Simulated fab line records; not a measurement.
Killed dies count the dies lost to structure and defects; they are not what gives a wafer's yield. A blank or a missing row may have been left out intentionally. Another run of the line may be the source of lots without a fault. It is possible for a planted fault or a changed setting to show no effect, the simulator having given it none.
A lot that was struck, set against a sound lot / flow n5-finfet / 34 steps out of a route of 1938
Sound: the wafers L976.2, L976.3, L976.5. Struck: wafer L972.6; the same lot's L972.1 was not struck, so it is left out; see the end for the cause.
Order at every step that has rows: each side's tool, ch and its chambers, its first start. Under that, the readings that differ: sound wafers / struck wafers / difference of the means / sigmas: that difference in standard deviations of wafers without a fault.
alike: readings whose means differ by less than 2 such deviations, and words and numbers that are the same on both sides. not compared: withheld readings, readings that some wafer has no value for, bounds like >300 that may hide the same value, and numbers for which the record gives no deviation and whose values overlap.
Wherever a step has rows on one side only, a row that says differs or no value, or a row with sigmas, the two part there. Non-overlapping numbers with no deviation appear without sigmas and do not part them. Lack of a reading on every wafer of one side parts them only where that side has two or more wafers.

first, 8 steps without rows for these wafers: N5_BEOL_M10_SPUTTER_48 (material Cu, target thk 12 nm, time 2 s); N5_BEOL_M10_ECD_50 (material Cu, target thk 318 nm); N5_BEOL_M10_ANNEAL_51 (time 90 s); N5_BEOL_M10_CMP_52 (polishes, stops on SiCOH lowk, t overpolish 7 s, target thk 140 nm); N5_BEOL_M10_PRE_CLEAN_55 (time 15 s); N5_BEOL_M10_DEP_56 (deposits SiCN from 3MS/NH3, target thk 15 nm, time 26.5 s); N5_BEOL_M11_ILD_DEP_00 (deposits SiCOH lowk from DEMS/porogen, target thk 308.51 nm, time 58 s); N5_BEOL_M11_CURE_71 (cures SiCOH lowk, time 240 s).
N5_BEOL_M11_PECVD_70: deposits SiO2 from TEOS/O2, target thk 20 nm, time 22.7 s.
  sound on pecvd-03 ch 1,2, day 18 17:33; struck on pecvd-02 ch 2, day 17 22:29
reading=model.SiO2_of_BEOL_M11_PECVD_70.thk-nm (nm); sound=20 20 20.6; struck=21; difference=+1; sigmas=
  alike: heater-power-w, showerhead-plenum-p-Torr, throttle-valve-pct
then, 24 steps without rows for these wafers: N5_BEOL_M11_HM_DEP_02 (deposits TiN, target thk 20 nm); N5_BEOL_M11_COAT_59 (time 60 s, resist thk 100 nm); N5_BEOL_M11_COAT_60 (time 60 s, resist thk 30 nm); N5_BEOL_M11_COAT_05 (resist thk 90 nm); N5_BEOL_M11_EBR_07; N5_BEOL_M11_SOFTBAKE_06 (time 60 s); N5_BEOL_M11_EXPOSE_08 (exposes mask M11); N5_BEOL_M11_PEB_09 (peb time 60 s); N5_BEOL_M11_DEVELOP_10 (develop time 30 s); N5_BEOL_M11_DESCUM_16 (chemistry O2, time 7.9 s); N5_BEOL_M11_ETCH_61 (etches SiARC in CF4, target depth 39 nm, time 65 s); N5_BEOL_M11_ETCH_62 (etches SOC in N2/H2, target depth 110 nm, overetch 22 nm, time 165 s); N5_BEOL_M11_STRIP_68 (strips in N2/H2); N5_BEOL_M11_STRIP_67 (strips in CF4); N5_BEOL_M11_HM_OPEN_17 (chemistry Cl2/BCl3, target TiN, target depth 20 nm, overetch 6 nm); N5_BEOL_M11_STRIP_19 (strips in O2); N5_BEOL_M11_COAT_63 (time 60 s, resist thk 100 nm); N5_BEOL_M11_COAT_64 (time 60 s, resist thk 30 nm); N5_BEOL_M11_COAT_22 (resist thk 90 nm); N5_BEOL_M11_EBR_24; N5_BEOL_M11_SOFTBAKE_23 (time 60 s); N5_BEOL_M11_EXPOSE_25 (exposes mask V10); N5_BEOL_M11_PEB_26 (peb time 60 s); N5_BEOL_M11_DEVELOP_27 (develop time 30 s).
N5_BEOL_M11_HM_STRIP_39: strips TiN in peroxide tin strip, target depth 25 nm, time 158 s.
  sound on wet-bench-04 ch 0,1,6, day 18 23:58; struck on wet-bench-04 ch 1, day 18 04:08
reading=model.SiO2_of_BEOL_M11_PECVD_70.thk-nm (nm); sound=19.8 19.8 20.4; struck=20.8; difference=+0.8; sigmas=

## WHERE THEY PART
Nowhere in this record.

WHY: what the simulator had put in
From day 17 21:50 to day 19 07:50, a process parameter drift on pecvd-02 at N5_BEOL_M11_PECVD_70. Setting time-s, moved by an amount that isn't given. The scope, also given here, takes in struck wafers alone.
